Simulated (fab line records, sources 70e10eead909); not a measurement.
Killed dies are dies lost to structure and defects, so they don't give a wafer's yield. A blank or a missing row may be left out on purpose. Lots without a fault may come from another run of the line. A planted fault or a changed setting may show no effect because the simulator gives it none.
Chamber matching | flow nand_harc | NHARC_A_CHANNEL_HOLE_D2_ETCH_44 on rie_diel-02: 4 sister chambers
The step etches the open film in CF4/O2, target depth 140 nm, overetch 14 nm, time 77 s. 4 wafers are shown with their chamber, then 12 later ones without.

WAFERS WITH THEIR CHAMBER
wafer  | chamber | drypump_motor_current_A (A)
L088.6 | 0       | 5.3
L093.1 | 2       | 5.4
L093.5 | 1       | 5.8
L093.6 | 3       | 4.8

WAFERS WITHOUT THEIR CHAMBER
wafer  | drypump_motor_current_A (A)
L091.3 | 5.3
L091.4 | 5.4
L091.5 | 5.4
L094.1 | 5.4
L094.2 | 4.8
L094.5 | 5.8
L096.2 | 4.8
L096.3 | 5.4
L096.4 | 5.3
L095.2 | 4.8
L095.4 | 5.4
L095.5 | 5.9

WHICH CHAMBER EACH WENT THROUGH
wafer  | from the rows above | in truth
L091.3 | 0                   | 0
L091.4 | 2                   | 2
L091.5 | 2                   | 2
L094.1 | 2                   | 2
L094.2 | 3                   | 3
L094.5 | 1                   | 1
L096.2 | 3                   | 3
L096.3 | 2                   | 2
L096.4 | 0                   | 0
L095.2 | 3                   | 3
L095.4 | 2                   | 2
L095.5 | 1                   | 1
Placed correctly: 12 of 12. Can't be placed from these rows: 0. Placed wrongly: 0.
How it was worked out, from the rows above alone: a wafer's distance from a chamber is the root of the sum, over the readings, of the square of ((its reading less the chamber's mean) divided by the reading's scatter). The wafer belongs to the nearest chamber; if the next one is less than 2 further off, it can't be placed. A chamber's mean is the mean of its shown wafers. The scatter: with one shown wafer a chamber, the root of the mean of the squares of how far each hidden wafer lies from its nearest shown one.
